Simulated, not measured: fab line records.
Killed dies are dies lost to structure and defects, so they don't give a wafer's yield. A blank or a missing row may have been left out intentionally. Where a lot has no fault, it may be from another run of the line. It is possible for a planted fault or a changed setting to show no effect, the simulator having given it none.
Chamber matching | flow nand-harc | NHARC_A_WL_FILL_STRIP_29 on rie-diel-08 has 4 sister chambers
The step strips in O2, time 20 s. 14 wafers are shown with their chamber, then 7 later ones without.

== WAFERS PAIRED WITH THEIR CHAMBERS ==
wafer  | chamber | showerhead-plenum-p-Torr (Torr) | oes-product-au (a.u.) | rf-vpp-V (V)
L074.3 | 0       | 3.64                            | 0.996                 | 58.0
L074.4 | 1       | 3.74                            | 0.986                 | 59.2
L074.5 | 2       | 3.56                            | 0.990                 | 58.6
L079.1 | 3       | 3.73                            | 1.017                 | 57.9
L079.2 | 1       | 3.74                            | 0.996                 | 58.6
L079.5 | 1       | 3.74                            | 0.986                 | 59.3
L078.3 | 3       | 3.72                            | 1.011                 | 58.6
L078.4 | 2       | 3.56                            | 0.991                 | 58.6
L078.6 | 1       | 3.74                            | 0.990                 | 59.6
L083.2 | 0       | 3.64                            | 0.987                 | 57.9
L083.3 | 1       | 3.74                            | 0.987                 | 57.4
L083.5 | 2       | 3.56                            | 0.983                 | 58.7
L086.1 | 1       | 3.74                            | 0.997                 | 57.9
L086.2 | 3       | 3.72                            | 1.011                 | 58.1

SIGNATURES (averages over the wafers above)
reading                  | chamber 0 | chamber 1 | chamber 2 | chamber 3 | scatter within a chamber
showerhead-plenum-p-Torr | 3.6400    | 3.7400    | 3.5600    | 3.7233    | 0.00258
oes-product-au           | 0.99150   | 0.99033   | 0.98800   | 1.01300   | 0.00477
rf-vpp-V                 | 57.950    | 58.667    | 58.633    | 58.200    | 0.634
Rule: a wafer lies at a distance from a chamber equal to the root of the sum of squares, over the readings, of (its reading less the chamber's mean, divided by the reading's scatter). If the next closest chamber is less than 2 further off than the closest, the wafer can't be placed; otherwise it belongs to the closest. How the scatter is found: for the shown wafers, subtract from each reading the mean of its chamber, square and add these, divide the total by (wafers less chambers), then take the root.

== WAFERS WITHOUT THEIR CHAMBER ==
wafer  | showerhead-plenum-p-Torr (Torr) | oes-product-au (a.u.) | rf-vpp-V (V)
L086.4 | 3.74                            | 0.997                 | 58.9
L089.1 | 3.64                            | 0.985                 | 58.8
L089.3 | 3.55                            | 0.988                 | 58.3
L089.4 | 3.74                            | 1.001                 | 59.2
L091.2 | 3.72                            | 1.014                 | 57.7
L091.3 | 3.55                            | 0.976                 | 59.0
L091.4 | 3.74                            | 1.000                 | 59.8

== CHAMBER TAKEN BY EACH ==
wafer  | from the rows above | in truth
L086.4 | 1                   | 1
L089.1 | 0                   | 0
L089.3 | 2                   | 2
L089.4 | 1                   | 1
L091.2 | 3                   | 3
L091.3 | 2                   | 2
L091.4 | 1                   | 1
Correctly placed: 7 of 7. Number that these rows cannot place: 0. Placed wrongly: 0.
